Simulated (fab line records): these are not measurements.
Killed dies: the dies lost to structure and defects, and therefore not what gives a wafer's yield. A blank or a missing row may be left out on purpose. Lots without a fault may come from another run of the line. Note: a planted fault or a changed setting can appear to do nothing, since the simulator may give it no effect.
Matching of chambers + flow n5 finfet + pecvd-02 running N5_MIM_TOP_ETCH_PECVD_03: 3 sister chambers
The step deposits SiNx from SiH4/NH3/N2, target thk 20 nm, time 17.6 s. 6 wafers are shown with their chamber, then 9 later ones without.

WAFERS, EACH WITH ITS CHAMBER
| wafer  | chamber | showerhead plenum p Torr (Torr) | throttle valve pct (%) |
|--------|---------|---------------------------------|------------------------|
| L261.3 | 1       | 5.17                            | 38.8                   |
| L263.2 | 2       | 5.14                            | 38.6                   |
| L263.6 | 0       | 5.10                            | 39.7                   |
| L264.1 | 1       | 5.17                            | 39.1                   |
| L264.4 | 0       | 5.12                            | 39.8                   |
| L264.5 | 2       | 5.15                            | 38.4                   |

WAFERS WITHOUT THEIR CHAMBER
| wafer  | showerhead plenum p Torr (Torr) | throttle valve pct (%) |
|--------|---------------------------------|------------------------|
| L274.2 | 5.14                            | 38.8                   |
| L274.5 | 5.15                            | 38.7                   |
| L274.6 | 5.16                            | 38.9                   |
| L276.2 | 5.14                            | 38.9                   |
| L276.3 | 5.12                            | 40.1                   |
| L276.5 | 5.13                            | 40.0                   |
| L275.1 | 5.17                            | 38.5                   |
| L275.3 | 5.13                            | 40.0                   |
| L275.4 | 5.17                            | 38.8                   |

CHAMBER TAKEN BY EACH
| wafer  | from the rows above     | in truth |
|--------|-------------------------|----------|
| L274.2 | can't be placed: 2 or 1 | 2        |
| L274.5 | can't be placed: 2 or 1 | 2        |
| L274.6 | can't be placed: 1 or 2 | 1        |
| L276.2 | can't be placed: 2 or 1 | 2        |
| L276.3 | 0                       | 0        |
| L276.5 | 0                       | 0        |
| L275.1 | can't be placed: 2 or 1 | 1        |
| L275.3 | 0                       | 0        |
| L275.4 | 1                       | 1        |
Correctly placed: 4 of 9. Can't be placed from these rows: 5 (the true chamber is among the candidates in 5). Number placed wrongly: 0.
How it was worked out, from the rows above alone: a wafer's distance from a chamber is the root of the sum, over the readings, of the square of ((its reading less the chamber's mean) divided by the reading's scatter). The wafer belongs to the nearest chamber; if the next one is less than 2 further off, it can't be placed. A chamber's mean is the mean of its shown wafers. How the scatter is found: for the shown wafers, subtract from each reading the mean of its chamber, square and add these, divide the total by (wafers less chambers), then take the root.
